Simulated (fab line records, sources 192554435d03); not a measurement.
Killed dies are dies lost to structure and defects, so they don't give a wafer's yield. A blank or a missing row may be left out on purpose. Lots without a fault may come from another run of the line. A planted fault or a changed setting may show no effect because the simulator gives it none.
Chamber matching | flow n5_finfet | N5_BEOL_M13_DEP_53 on pecvd-04: 3 sister chambers
The step deposits SiCN from 3MS/NH3, target thk 50 nm, time 17.8 s. 18 wafers are shown with their chamber, then 9 later ones without.

WAFERS WITH THEIR CHAMBER
wafer  | chamber | showerhead_plenum_p_Torr (Torr) | throttle_valve_pct (%)
L075.1 | 2       | 4.156                           | 16.7
L075.3 | 1       | 4.131                           | 17.6
L075.6 | 1       | 4.147                           | 17.3
L079.1 | 0       | 4.178                           | 16.5
L079.4 | 1       | 4.140                           | 17.5
L079.6 | 0       | 4.181                           | 16.6
L077.1 | 1       | 4.123                           | 17.4
L077.3 | 2       | 4.158                           | 16.6
L077.6 | 1       | 4.127                           | 17.4
L088.1 | 0       | 4.187                           | 16.6
L088.4 | 0       | 4.187                           | 16.8
L088.6 | 1       | 4.134                           | 17.4
L090.3 | 2       | 4.155                           | 16.9
L090.4 | 0       | 4.187                           | 16.9
L090.5 | 1       | 4.130                           | 17.3
L089.2 | 2       | 4.156                           | 16.6
L089.3 | 0       | 4.187                           | 16.7
L089.5 | 1       | 4.128                           | 17.5

SIGNATURES (means of the wafers above)
reading                  | chamber 0 | chamber 1 | chamber 2 | scatter within a chamber
showerhead_plenum_p_Torr | 4.18450   | 4.13250   | 4.15625   | 0.00579
throttle_valve_pct       | 16.683    | 17.425    | 16.700    | 0.127
Rule: a wafer's distance from a chamber is the root of the sum, over the readings, of the square of ((its reading less the chamber's mean) divided by the reading's scatter). The wafer belongs to the nearest chamber; if the next one is less than 2 further off, it can't be placed. The scatter: the root of (the sum of the squares of (reading less its chamber's mean) over the shown wafers, divided by (wafers less chambers)).

WAFERS WITHOUT THEIR CHAMBER
wafer  | showerhead_plenum_p_Torr (Torr) | throttle_valve_pct (%)
L091.2 | 4.140                           | 17.7
L091.4 | 4.160                           | 16.8
L091.6 | 4.137                           | 17.7
L093.1 | 4.160                           | 16.8
L093.4 | 4.135                           | 17.5
L093.6 | 4.180                           | 16.7
L094.1 | 4.129                           | 17.5
L094.3 | 4.148                           | 16.7
L094.4 | 4.189                           | 16.7

WHICH CHAMBER EACH WENT THROUGH
wafer  | from the rows above | in truth
L091.2 | 1                   | 1
L091.4 | 2                   | 2
L091.6 | 1                   | 1
L093.1 | 2                   | 2
L093.4 | 1                   | 1
L093.6 | 0                   | 0
L094.1 | 1                   | 1
L094.3 | 2                   | 2
L094.4 | 0                   | 0
Placed correctly: 9 of 9. Can't be placed from these rows: 0. Placed wrongly: 0.
